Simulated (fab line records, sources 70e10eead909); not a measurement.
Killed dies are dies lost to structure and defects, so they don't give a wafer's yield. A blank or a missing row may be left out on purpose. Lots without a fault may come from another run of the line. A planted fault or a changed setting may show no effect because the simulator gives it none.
A struck lot beside a sound one | flow nand_harc | 12 steps out of a route of 1302
Sound: wafers L668.3, L668.5, L668.6. Struck: wafers L667.3, L667.5, L667.6. The cause comes at the end.
At each step with rows: each side's tool, then ch and its chambers, then its first start. Under that, the readings that differ: sound wafers | struck wafers | difference of the means | sigmas: that difference in standard deviations of wafers without a fault.
alike: readings whose means differ by less than 2 such deviations, and words and numbers that are the same on both sides. not compared: withheld readings, readings that some wafer has no value for, bounds like >300 that may hide the same value, and numbers for which the record gives no deviation and whose values overlap.
The two part at a step that has a row with sigmas, a row that says differs or no value, or rows on one side only. Numbers that don't overlap but have no deviation are shown without sigmas and don't part them. A reading that every wafer of one side lacks parts them only if that side has two wafers or more.

first, 1 step without rows for these wafers: NHARC_A_CHANNEL_FILL_D2_ANNEAL_22 (time 7200 s).
NHARC_A_CHANNEL_FILL_D2_ALD_25: deposits SiOx, target thk 60 nm, pulse time 10 s, ald cycles 600.
  sound on ald_hk-01 ch 1,2, day 16 00:40; struck on ald_hk-04 ch 0,3, day 15 17:05
  alike: heater_power_w, precursor_pulse_height_rel
NHARC_A_CHANNEL_FILL_D2_ETCHBACK_08: etches the open film in C4F8, target depth 220 nm, time 110 s.
  sound on rie_diel-03 ch 1,2; struck on rie_diel-12 ch 1,2
  reading      | sound             | struck            | difference | sigmas
  rf_vpp_V (V) | 437.8 439.9 438.9 | 445.1 443.1 445.8 | +5.8       | +2
  alike: chamber_pressure_mTorr, oes_product_au
  not compared: rf_hours_counter_h
NHARC_A_CHANNEL_FILL_D2_STRIP_29: strips in O2, time 20 s.
  sound on rie_diel-03 ch 1,2; struck on rie_diel-12 ch 1,2,3
  alike: chamber_pressure_mTorr, drypump_motor_current_A, oes_product_au, rf_vpp_V, showerhead_plenum_p_Torr, throttle_valve_pct
  not compared: rf_hours_counter_h
then, 3 steps without rows for these wafers: NHARC_A_CHANNEL_FILL_D2_PRECLEAN_30 (cleans in dHF, time 30 s); NHARC_A_CHANNEL_FILL_D2_SRD_31; NHARC_A_CHANNEL_FILL_D2_CVD_09 (deposits poly-Si, target thk 150 nm, time 3000 s).
NHARC_A_CHANNEL_FILL_D2_CMP_10: polishes, target thk 150 nm.
  sound on cmp-03 ch 2,3, day 16 11:57; struck on cmp-02 ch 0,1, day 16 03:44
  alike: motor_current_A, time_to_endpoint_s
then, 1 step without rows for these wafers: NHARC_A_CHANNEL_FILL_D2_SRD_12.
NHARC_A_CHANNEL_FILL_D2_RTA_24: time 5 s.
  sound on rtp_anneal-02 ch 0, day 16 12:24; struck on rtp_anneal-01 ch 0, day 16 04:44
  reading             | sound          | struck         | difference | sigmas
  lamp_power_pct (%)  | 28.8 28.7 28.8 | 31.3 31.3 31.2 | +2.5       | +2
  lamp_zone_3_pct (%) | 28.8 28.8 28.8 | 31.3 31.3 31.2 | +2.5       | +2
  alike: wafer_temp_C_max
NHARC_A_CHANNEL_FILL_D2_INSPECT_13:
  sound on defect_inspect-01, day 16 12:32; struck on defect_inspect-01, day 16 04:53
  alike: raw_defect_count
NHARC_END_SORT_01:
  the record has rows for the sound wafers here (prober-01 ch 0, day 25 10:18) and none for the struck ones

WHERE THEY PART
First at NHARC_A_CHANNEL_FILL_D2_ETCHBACK_08; last, within this record, at NHARC_END_SORT_01.

WHY: what the simulator had put in
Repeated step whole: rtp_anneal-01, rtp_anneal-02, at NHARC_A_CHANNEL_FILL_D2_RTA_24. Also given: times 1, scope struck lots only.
